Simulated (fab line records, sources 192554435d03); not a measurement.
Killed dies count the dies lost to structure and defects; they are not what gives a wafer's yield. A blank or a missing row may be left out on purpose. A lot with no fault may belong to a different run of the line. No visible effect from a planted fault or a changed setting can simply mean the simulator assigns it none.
Chamber matching :: flow n5_finfet :: 4 sister chambers for N5_BEOL_M8_DESCUM_16 on rie_diel-01
The step chemistry O2, time 7.9 s. 4 wafers are shown with their chamber, then 7 later ones without.

WAFERS WITH THEIR CHAMBER
wafer: L074.4
chamber: 3
drypump_motor_current_A (A): 6.3

wafer: L081.6
chamber: 0
drypump_motor_current_A (A): 6.4

wafer: L087.1
chamber: 2
drypump_motor_current_A (A): 5.2

wafer: L087.3
chamber: 1
drypump_motor_current_A (A): 5.6

WAFERS MISSING THEIR CHAMBER
wafer: L087.5
drypump_motor_current_A (A): 6.4

wafer: L094.1
drypump_motor_current_A (A): 5.7

wafer: L094.2
drypump_motor_current_A (A): 5.2

wafer: L094.4
drypump_motor_current_A (A): 6.4

wafer: L096.3
drypump_motor_current_A (A): 6.4

wafer: L096.4
drypump_motor_current_A (A): 5.7

wafer: L096.5
drypump_motor_current_A (A): 6.4

EACH ONE'S CHAMBER
wafer: L087.5
from the rows above: can't be placed: 0 or 3
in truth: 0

wafer: L094.1
from the rows above: 1
in truth: 1

wafer: L094.2
from the rows above: 2
in truth: 2

wafer: L094.4
from the rows above: can't be placed: 0 or 3
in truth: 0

wafer: L096.3
from the rows above: can't be placed: 0 or 3
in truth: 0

wafer: L096.4
from the rows above: 1
in truth: 1

wafer: L096.5
from the rows above: can't be placed: 0 or 3
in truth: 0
3 of 7 placed correctly. Unplaceable from these rows: 4, with the true chamber sitting among the candidates in 4. Placed wrongly: 0.
How it was worked out, from the rows above alone: a wafer's distance from a chamber is the root of the sum, over the readings, of the square of ((its reading less the chamber's mean) divided by the reading's scatter). If the next closest chamber is less than 2 further off than the closest, the wafer can't be placed; otherwise it belongs to the closest. The mean given for a chamber averages the wafers shown for that chamber. The scatter: root of mean squared gap, hidden wafer to nearest shown wafer, with one shown wafer a chamber.
